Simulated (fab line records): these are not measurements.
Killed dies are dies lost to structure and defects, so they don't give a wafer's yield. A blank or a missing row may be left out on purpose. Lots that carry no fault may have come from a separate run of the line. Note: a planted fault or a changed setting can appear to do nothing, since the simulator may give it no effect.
fab line records	flow n5_finfet
record lots=9	wafers=27	last_day=18
route steps=1938 shown BEOL_M4@1111 BEOL_M12@1642 PASSIVATION@1936
lots untouched by any fault: they come from a run of this same line in which no faults occurred
start_h: hours from the record's opening day to when the first of the lot's shown wafers began	wait_h: time in hours since the lot's previous step	" the same as in the row above	L1.1+2: one row covering several wafers at once	- no value present, or no start provided	* or withheld: withheld	< > ~ a bound
route shown NAME@n: NAME is a module with steps in the file, n the number in the route of the first one	usual: mean and standard deviation over wafers with no fault	same: alike in all rows	chamber/n: place in a boat	sites: each site's reading	_std_site: their standard deviation	_edge_site: outer sites' mean less inner sites'	radius_mm: for every site, how far away it sits from the centre of the wafer	mask NAME#n: copy n	behind: the last tool/chamber to shape the wafer	hold: why the lot was held/for how many hours/how that ended	device: which transistor (n, p or np) failed to switch	end of line: tests run on the same wafers once the route is complete	a step given without rows: its recipe and nothing more	killed: dies lost to structure and defects at the first sort, not the wafer's yield	map: a wafer's dies, x killed, . not, _ none there
set.NAME: the setting that was run; set.NAME@STEP: the one run at that earlier step	model.NAME: the simulator's own value behind a step, which no gauge read
one table for each step of the route and one row for each wafer, over a sample of lots
services: the hour from which a tool's chamber was out of use, counted from the record's first day as start_h (under 0 if before that day), plus the number of hours and why
## steps
# step N5_BEOL_M4_RC_MEAS_101
# usual DIBL_N=36.0/2.5	DIBL_P=36.7/3	IOFF_N=0.16/0.043	IOFF_P=0.21/0.049	ION_N=673/15	ION_P=461/9.8	SS_N=71.5/0.83	SS_P=73.4/0.83	VT_N=250/4	VT_P=-251/4
lot.wafer	tool	chamber	start_h	wait_h	DIBL_N[mV/V]	DIBL_P[mV/V]	IOFF_N[nA/um]	IOFF_P[nA/um]	ION_N[uA/um]	ION_P[uA/um]	SS_N[mV/dec]	SS_P[mV/dec]	VT_N[mV]	VT_P[mV]
L896.3	prober-01	0	161.37	0.3	32.1	33.7	0.12	0.18	657	456	70.5	72.6	254	-254
L896.5	"	0	"	"	33.0	33.8	0.14	0.18	671	459	71.7	72.8	254	-254
L896.6	"	0	"	"	31.8	33.3	0.12	0.17	663	459	70.7	72.1	252	-250
L900.1	prober-01	0	186.86	0.0	29.9	30.0	0.09	0.13	677	470	69.7	71.6	256	-257
L900.5	"	0	"	"	35.4	36.9	0.16	0.22	671	467	71.6	72.5	245	-249
L900.6	"	0	"	"	32.0	32.9	0.11	0.17	675	475	71.5	71.8	254	-250
L902.1	prober-01	0	199.92	0.0	34.7	36.8	0.13	0.22	668	469	71.1	74.0	250	-248
L902.3	"	0	"	"	39.3	41.9	0.24	0.32	697	476	72.0	74.6	244	-243
L902.6	"	0	"	"	35.2	37.8	0.14	0.23	660	461	70.2	74.2	253	-248
L903.1	prober-02	0	212.67	0.0	30.3	32.5	0.10	0.14	645	441	71.2	71.8	256	-257
L903.2	"	0	"	"	31.6	34.5	0.12	0.16	651	453	70.9	72.6	252	-254
L903.5	"	0	"	"	36.3	39.7	0.23	0.26	681	464	73.6	73.7	244	-246
L909.1	prober-01	0	239.40	0.0	38.9	38.3	0.19	0.23	687	462	72.6	74.1	248	-250
L909.4	"	0	"	"	33.3	32.8	0.10	0.16	648	446	70.9	72.7	258	-253
L909.5	"	0	"	"	36.2	35.1	0.14	0.18	654	446	72.4	73.5	253	-251
L910.2	prober-01	0	243.50	0.2	41.8	41.4	0.27	0.32	684	462	73.2	74.9	247	-244
L910.4	"	0	"	"	34.5	32.9	0.13	0.18	668	462	70.4	72.5	251	-251
L910.5	"	0	"	"	35.7	33.3	0.13	0.18	650	447	71.9	73.4	256	-251
L911.1	prober-01	0	266.62	0.0	34.7	34.9	0.14	0.19	677	466	70.6	73.5	251	-250
L911.5	"	0	"	"	38.4	39.5	0.21	0.27	684	469	72.1	74.4	246	-248
L911.6	"	0	"	"	35.1	35.9	0.15	0.21	670	459	71.5	72.9	252	-253
L912.3	prober-01	0	270.19	0.3	34.1	34.3	0.12	0.15	682	458	70.1	72.9	251	-257
L912.4	"	0	"	"	37.5	37.5	0.18	0.20	693	462	72.1	74.3	249	-252
L912.6	"	0	"	"	33.7	34.6	0.12	0.17	666	460	71.0	73.0	253	-252
L919.1	prober-01	0	325.33	0.0	35.6	36.6	0.14	0.17	672	454	71.1	72.9	252	-256
L919.5	"	0	"	"	37.2	38.3	0.17	0.19	683	463	71.8	73.6	251	-254
L919.6	"	0	"	"	35.3	36.1	0.13	0.16	650	445	70.9	73.2	254	-258
# step N5_BEOL_M12_STRIP_37
# recipe chemistry=N2/H2	power_w=1000	temp_c=250	h2_frac=0.65	overash_fraction=0.3	pressure_mtorr=withheld	n2_flow_sccm=1750	h2_flow_sccm=3250
# usual drypump_motor_current_A=5.8/0.32	heater_power_w=337/35	oes_product_au=0.791/0.0099	temp_c=250.00/0.19
# same overash_fraction=0.3
lot.wafer	tool	chamber	start_h	wait_h	drypump_motor_current_A	heater_power_w	oes_product_au	rf_hours_counter_h	temp_c
L896.3	plasma_asher-01	0	224.70	0.1	6.2	374	0.787	-	250.25
L896.5	"	1	"	"	5.4	305	0.798	-	249.82
L896.6	"	0	"	"	6.2	378	0.788	-	249.96
L900.1	plasma_asher-01	1	247.60	0.0	5.5	307	0.793	123	249.68
L900.5	"	1	"	"	5.4	309	0.791	-	249.91
L900.6	"	0	"	"	6.2	380	0.794	-	249.83
L902.1	plasma_asher-02	0	264.28	0.0	5.8	303	0.777	74	250.14
L902.3	"	1	"	"	5.6	357	0.785	-	249.75
L902.6	"	1	"	"	5.6	363	0.792	-	249.82
L903.1	plasma_asher-02	1	274.80	0.0	5.6	359	0.784	76	249.68
L903.2	"	0	"	"	5.8	311	0.782	76	249.88
L903.5	"	1	"	"	5.6	350	0.804	-	249.96
L909.1	plasma_asher-02	1	309.63	0.0	5.6	358	0.783	82	249.95
L909.4	"	0	"	"	5.8	311	0.790	-	249.98
L909.5	"	0	"	"	5.8	306	0.788	-	250.15
L911.1	plasma_asher-01	0	337.46	0.0	6.2	381	0.794	141	249.78
L911.5	"	1	"	"	5.5	297	0.792	-	249.77
L911.6	"	0	"	"	6.2	383	0.793	-	250.03
L910.2	plasma_asher-01	0	339.60	0.0	6.2	373	0.783	142	250.07
L910.4	"	0	"	"	6.2	378	0.793	-	250.13
L910.5	"	1	"	"	5.5	303	0.784	-	249.64
L912.3	plasma_asher-01	1	340.45	0.1	5.4	307	0.790	-	249.97
L912.4	"	0	"	"	6.2	381	0.795	-	250.10
L912.6	"	1	"	"	5.5	302	0.772	-	250.04
L919.1	plasma_asher-02	1	397.11	0.0	5.6	356	0.797	99	250.29
L919.5	"	1	"	"	5.6	354	0.800	-	249.93
L919.6	"	0	"	"	5.9	301	0.776	-	250.22
# step N5_BEOL_M12_ETCH_38
# recipe chemistry=CF4/N2	target=SiCN	target_depth_a=687	taper_deg=2	time_s=73.4	ion_energy_ev=150	mask_material=SiO2	pressure_mtorr=40	source_w=430	bias_w=70	Ar_flow_sccm=100	cf4_flow_sccm=60	n2_flow_sccm=60
# usual cf4_flow_sccm=59.99/0.16	drypump_motor_current_A=5.7/0.44	oes_product_au=0.81/0.098	rf_vpp_V=382.2/2.2	showerhead_plenum_p_Torr=2.21/0.091	throttle_valve_pct=15.30/0.19
lot.wafer	tool	chamber	start_h	wait_h	cf4_flow_sccm	drypump_motor_current_A	oes_product_au	rf_hours_counter_h	rf_vpp_V	showerhead_plenum_p_Torr	throttle_valve_pct
L896.3	rie_diel-05	2	227.84	-	60.04	5.1	0.69	-	384.2	2.29	15.48
L896.5	"	1	"	"	60.03	6.1	0.84	-	379.3	2.16	15.15
L896.6	"	2	"	"	59.84	5.1	0.69	-	382.7	2.29	15.49
L900.1	rie_diel-05	1	252.79	-	60.15	6.0	0.82	74	380.8	2.16	15.17
L900.5	"	2	"	"	59.65	5.1	0.69	-	384.5	2.29	15.50
L900.6	"	3	"	"	60.03	5.6	0.97	-	381.9	2.18	15.32
L902.1	rie_diel-05	3	266.11	-	60.11	5.6	0.94	12	381.0	2.18	15.32
L902.3	"	2	"	"	60.09	5.1	0.69	242	384.6	2.28	15.52
L902.6	"	2	"	"	60.19	5.1	0.68	-	383.1	2.29	15.52
L903.1	rie_diel-05	1	278.07	-	60.00	6.1	0.81	82	380.0	2.15	15.19
L903.2	"	0	"	"	59.98	5.7	0.90	20	386.6	2.34	15.19
L903.5	"	3	"	"	60.17	5.6	0.92	-	381.0	2.18	15.33
L909.1	rie_diel-04	0	312.78	-	60.30	5.6	0.89	32	384.3	2.35	15.06
L909.4	"	0	"	"	59.85	5.6	0.89	-	383.9	2.35	15.05
L909.5	"	1	"	"	60.35	5.3	0.68	-	377.9	2.09	15.29
L911.1	rie_diel-06	1	338.67	-	59.91	6.0	0.91	34	381.7	2.15	15.39
L911.5	"	0	"	"	60.15	6.6	0.86	-	382.2	2.17	15.40
L911.6	"	3	"	"	60.34	6.5	0.83	-	379.3	2.11	15.30
L910.2	rie_diel-04	2	341.67	-	59.86	5.8	0.69	235	383.3	2.26	15.67
L910.4	"	3	"	"	60.07	5.3	0.81	95	381.1	2.14	15.13
L910.5	"	3	"	"	60.19	5.3	0.81	-	380.7	2.14	15.13
L912.3	rie_diel-04	0	341.86	-	60.02	5.6	0.87	43	385.8	2.34	15.08
L912.4	"	3	"	"	59.82	5.4	0.82	95	380.6	2.14	15.12
L912.6	"	1	"	"	59.98	5.2	0.67	-	378.5	2.09	15.33
L919.1	rie_diel-04	0	397.32	-	60.01	5.6	0.83	69	385.7	2.33	15.13
L919.5	"	0	"	"	60.02	5.6	0.83	-	385.5	2.33	15.12
L919.6	"	3	"	"	60.01	5.3	0.78	-	380.7	2.13	15.16
# step N5_BEOL_M12_SPUTTER_45
# recipe material=Cu	target_thk_a=800	temp_c=-20	bias_v=60	power_w=26000	chamber_pressure_pa=0.13	time_s=13.33
# usual bias_v=60.0/0.59	cathode_dc_power_W=26000/4.6	substrate_temp_c=-19.99/0.098	throttle_valve_pct=29.8/0.93
lot.wafer	tool	chamber	start_h	wait_h	bias_v	cathode_dc_power_W	substrate_temp_c	throttle_valve_pct
L896.3	pvd_sputter-02	-	228.58	0.0	59.3	26002	-20.21	31.1
L896.5	"	-	"	"	59.1	26004	-19.99	27.9
L896.6	"	-	"	"	59.7	26001	-20.16	31.2
L900.1	pvd_sputter-03	-	253.44	0.0	59.1	25993	-19.83	28.7
L900.5	"	-	"	"	60.5	26002	-19.94	30.6
L900.6	"	-	"	"	60.1	26002	-19.88	31.3
L902.1	pvd_sputter-01	-	266.94	0.0	59.0	25994	-20.06	30.2
L902.3	"	-	"	"	58.7	25999	-20.13	30.3
L902.6	"	-	"	"	60.2	26004	-19.95	29.4
L903.1	pvd_sputter-03	-	278.72	0.0	59.5	25999	-19.90	29.0
L903.2	"	-	"	"	60.7	25991	-19.91	31.7
L903.5	"	-	"	"	59.6	26005	-20.07	30.8
L909.1	pvd_sputter-03	-	313.29	0.0	-	-	-	-
L909.4	"	-	"	"	-	-	-	-
L909.5	"	-	"	"	-	-	-	-
L911.1	pvd_sputter-01	-	339.27	0.0	-	-	-	-
L911.5	"	-	"	"	-	-	-	-
L911.6	"	-	"	"	-	-	-	-
L910.2	pvd_sputter-01	-	342.46	0.0	60.4	26001	-19.83	29.3
L910.4	"	-	"	"	60.0	25999	-19.95	29.9
L910.5	"	-	"	"	60.1	26001	-19.89	30.4
L912.3	pvd_sputter-02	-	342.62	0.0	59.8	25997	-20.04	28.3
L912.4	"	-	"	"	60.6	26005	-19.88	28.0
L912.6	"	-	"	"	59.6	25995	-20.04	28.3
L919.1	pvd_sputter-02	-	398.14	0.0	59.4	25992	-19.87	30.1
L919.5	"	-	"	"	59.4	26001	-19.97	28.3
L919.6	"	-	"	"	60.1	25998	-19.91	30.0
# step N5_BEOL_M12_ANNEAL_48
# recipe temp_c=225	time_s=90	ambient=N2
# usual wafer_temp_C_max=226.33/0.28
lot.wafer	tool	chamber	start_h	wait_h	wafer_temp_C_max
L896.3	rtp_anneal-01	0	228.93	0.2	226.11
L896.5	"	0	"	"	226.35
L896.6	"	0	"	"	226.36
L900.1	rtp_anneal-01	0	253.70	0.1	227.02
L900.5	"	0	"	"	226.19
L900.6	"	0	"	"	226.15
L902.1	rtp_anneal-01	0	267.20	0.1	226.34
L902.3	"	0	"	"	226.52
L902.6	"	0	"	"	225.88
L903.1	rtp_anneal-02	0	279.06	0.2	226.59
L903.2	"	0	"	"	226.29
L903.5	"	0	"	"	226.35
L909.1	rtp_anneal-02	0	313.55	0.1	226.87
L909.4	"	0	"	"	226.78
L909.5	"	0	"	"	226.50
L911.1	rtp_anneal-01	0	340.25	0.8	225.78
L911.5	"	0	"	"	226.07
L911.6	"	0	"	"	226.24
L910.2	rtp_anneal-01	0	342.77	0.1	225.86
L910.4	"	0	"	"	226.41
L910.5	"	0	"	"	226.23
L912.3	rtp_anneal-02	0	342.98	0.2	225.99
L912.4	"	0	"	"	226.54
L912.6	"	0	"	"	226.11
L919.1	rtp_anneal-01	0	398.40	0.1	226.47
L919.5	"	0	"	"	226.02
L919.6	"	0	"	"	226.40
# step N5_PASSIVATION_PROBE_49
# usual defect_limited_yield=91.1/1.5	killed_at_M0_to_M3=37/11	killed_at_M4_up=13/5.6	killed_at_contacts=12/5.6	killed_at_front_end=39/11	killed_at_other=4/3.1	killed_dies=105/18	killed_on_rim=14/3.8	killed_open=69/13	killed_short=35/7.4	sort_bin_5_function=5.1/0.92	sort_bin_6_memory=3.4/0.76	sort_bin_8_speed=0.02/0.11	sort_n_pass=1075/18	sort_yield_pct=91.1/1.5
# same gross_dies=1180	killed_at_back_side=0	sort_bin_4_leakage[%]=0
lot.wafer	tool	chamber	start_h	wait_h	defect_limited_yield[%]	killed_at_M0_to_M3	killed_at_M4_up	killed_at_contacts	killed_at_front_end	killed_at_other	killed_dies	killed_on_rim	killed_open	killed_short	sort_bin_5_function[%]	sort_bin_6_memory[%]	sort_bin_8_speed[%]	sort_n_pass	sort_yield_pct[%]
L909.1	prober-01	-	354.93	0.0	0	30	1094	9	39	8	1180	152	64	39	96.9	2.7	0	0	0
L909.4	prober-01	-	355.08	0.2	0	24	1114	10	28	4	1180	152	46	32	97.3	2.4	0	0	0
L909.5	prober-01	-	355.13	0.2	0	18	1124	13	22	3	1180	152	51	21	97.5	2.2	0	0	0
L911.1	prober-01	-	377.91	0.0	0	32	1097	17	34	0	1180	152	65	34	96.4	3.5	0	0	0
L911.5	prober-01	-	378.11	0.2	0	29	1100	11	36	4	1180	152	55	35	96.3	3.2	0	0	0
L911.6	prober-01	-	378.16	0.3	0	26	1089	11	54	0	1180	152	61	37	96.7	3.2	0	0	0
L910.2	prober-01	-	381.27	0.1	92.5	38	11	13	23	4	89	13	62	27	4.4	3.0	0	1091	92.5
L910.4	prober-01	-	381.37	0.2	88.7	58	16	18	34	7	133	17	86	45	6.7	4.3	0	1047	88.7
L910.5	prober-01	-	381.42	0.2	92.1	25	9	10	37	12	93	9	59	34	5.0	2.4	0	1087	92.1
# killed by level:class
L909.1 BEOL_M12:area_ecd=571 BEOL_M12:area_sputter=506 FIN_SAQP:geometric_particle:short=10 FIN_SAQP:geometric_particle:open=10 BEOL_M4:geometric_particle:open=10 BEOL_M0_SAQP:geometric_particle:short=8 BEOL_M0_SAQP:geometric_particle:open=6 MOL_CONTACT_COAG:geometric_particle:short=5
L909.4 BEOL_M12:area_ecd=557 BEOL_M12:area_sputter=545 MOL_CONTACT_COAG:geometric_particle:open=7 BEOL_M0_SAQP:geometric_particle:open=5 BEOL_M1:geometric_particle:open=5 FIN_SAQP:geometric_particle:short=4 FIN_SAQP:geometric_particle:open=4 BEOL_M0_SAQP:geometric_particle:short=4
L909.5 BEOL_M12:area_sputter=577 BEOL_M12:area_ecd=531 MOL_CONTACT_COAG:geometric_particle:open=11 BEOL_M4:geometric_particle:open=7 BEOL_M1:geometric_particle:open=7 STI_FIN_REVEAL:geometric_particle:open=6 BEOL_M0_SAQP:geometric_particle:short=4 FIN_SAQP:geometric_particle:open=3
L911.1 BEOL_M12:area_sputter=540 BEOL_M12:area_ecd=540 MOL_CONTACT_COAG:geometric_particle:open=15 FIN_SAQP:geometric_particle:short=10 BEOL_M0_SAQP:geometric_particle:short=9 BEOL_M2:geometric_particle:open=9 BEOL_M0_SAQP:geometric_particle:open=8 BEOL_M4:geometric_particle:open=8
L911.5 BEOL_M12:area_ecd=557 BEOL_M12:area_sputter=533 BEOL_M0_SAQP:geometric_particle:open=10 MOL_CONTACT_COAG:geometric_particle:open=9 FIN_SAQP:geometric_particle:open=7 GATE_CUT:geometric_particle:short=7 BEOL_M0_SAQP:geometric_particle:short=7 FIN_SAQP:geometric_particle:short=6
L911.6 BEOL_M12:area_sputter=549 BEOL_M12:area_ecd=533 FIN_SAQP:geometric_particle:short=14 FIN_SAQP:geometric_particle:open=10 MOL_CONTACT_COAG:geometric_particle:open=9 STI_FIN_REVEAL:geometric_particle:open=6 BEOL_M1:geometric_particle:open=6 BEOL_M3:geometric_particle:open=6
L910.2 BEOL_M0_SAQP:geometric_particle:open=12 MOL_CONTACT_COAG:geometric_particle:open=8 BEOL_M3:geometric_particle:open=8 STI_FIN_REVEAL:geometric_particle:open=5 MOL_CONTACT_COAG:geometric_particle:short=5 BEOL_M3:geometric_particle:short=5 BEOL_M0_SAQP:geometric_particle:short=4 FIN_SAQP:geometric_particle:open=3
L910.4 BEOL_M0_SAQP:geometric_particle:open=20 BEOL_M0_SAQP:geometric_particle:short=18 MOL_CONTACT_COAG:geometric_particle:open=15 FIN_SAQP:geometric_particle:short=10 BEOL_M4:geometric_particle:open=8 BEOL_M3:geometric_particle:open=7 BEOL_M2:geometric_particle:open=6 FIN_SAQP:geometric_particle:open=5
L910.5 BEOL_M0_SAQP:geometric_particle:open=10 FIN_SAQP:geometric_particle:short=7 MOL_CONTACT_COAG:geometric_particle:open=7 BEOL_M3:geometric_particle:open=7 DUMMY_GATE:geometric_particle:open=6 BEOL_M5:geometric_particle:open=6 PASS1_CAP:geometric_particle:short=5 FIN_SAQP:geometric_particle:open=4
## services
tool	chamber	start_h	hours	kind
rie_diel-04	0	205.22	-	clean
rie_diel-04	0	205.22	-	consumable_replace:focus_ring
rie_diel-04	0	205.22	-	consumable_replace:showerhead
rie_diel-04	0	205.22	14.1	scheduled_down
rie_diel-04	0	205.22	14.1	vent_cycle
rie_diel-05	3	209.61	4.5	repair
rie_diel-05	3	217.52	-	clean
rie_diel-05	3	217.52	-	consumable_replace:focus_ring
rie_diel-05	3	217.52	14.1	scheduled_down
rie_diel-05	0	223.81	5.5	repair
rie_diel-04	-	266.81	2.4	repair
rie_diel-06	-	267.21	0.6	repair
plasma_asher-02	-	275.34	14.6	pm
rie_diel-06	-	275.37	4.3	pm
rie_diel-06	2	294.86	13.9	repair
rie_diel-04	2	302.94	7.1	repair
rie_diel-04	2	310.68	4.4	repair
pvd_sputter-02	-	311.06	2.8	repair
plasma_asher-01	-	328.18	4.7	repair
rie_diel-05	-	333.69	15.6	pm
rie_diel-04	3	347.13	14.3	repair
pvd_sputter-03	-	348.61	9.2	repair
rie_diel-06	3	352.68	16.5	repair
plasma_asher-02	-	353.24	8.8	repair
## key
first_sign step=N5_BEOL_M12_SPUTTER_45	reading=tool_record	direction=missing
effect step=N5_PASSIVATION_PROBE_49	reading=killed_at_M4_up	direction=up	sigmas=99+	usual=13	struck=1103
more_kills_born_at N5_BEOL_M12_ECD_47@ecd_cu-02=1659	N5_BEOL_M12_ECD_47@ecd_cu-01=1630	N5_BEOL_M12_SPUTTER_45@pvd_sputter-03=1628
met_at N5_BEOL_M12_SPUTTER_45
struck_lots L909,L911
later_rows_left_out L909.1,L909.4,L909.5,L911.1,L911.5,L911.6
not_acting_at N5_BEOL_M12_STRIP_37,N5_BEOL_M12_ETCH_38,N5_BEOL_M12_ANNEAL_48
onset_between 278.72 313.29
fault kind=skipped_step_whole	tool=pvd_sputter-01,pvd_sputter-03	chamber=-	onset_h=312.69	steps=N5_BEOL_M12_SPUTTER_45	scope=struck_lots_only
# later_rows_left_out: the simulator's readings of these wafers behind a module that went badly wrong aren't trusted and aren't shown, but for the sort
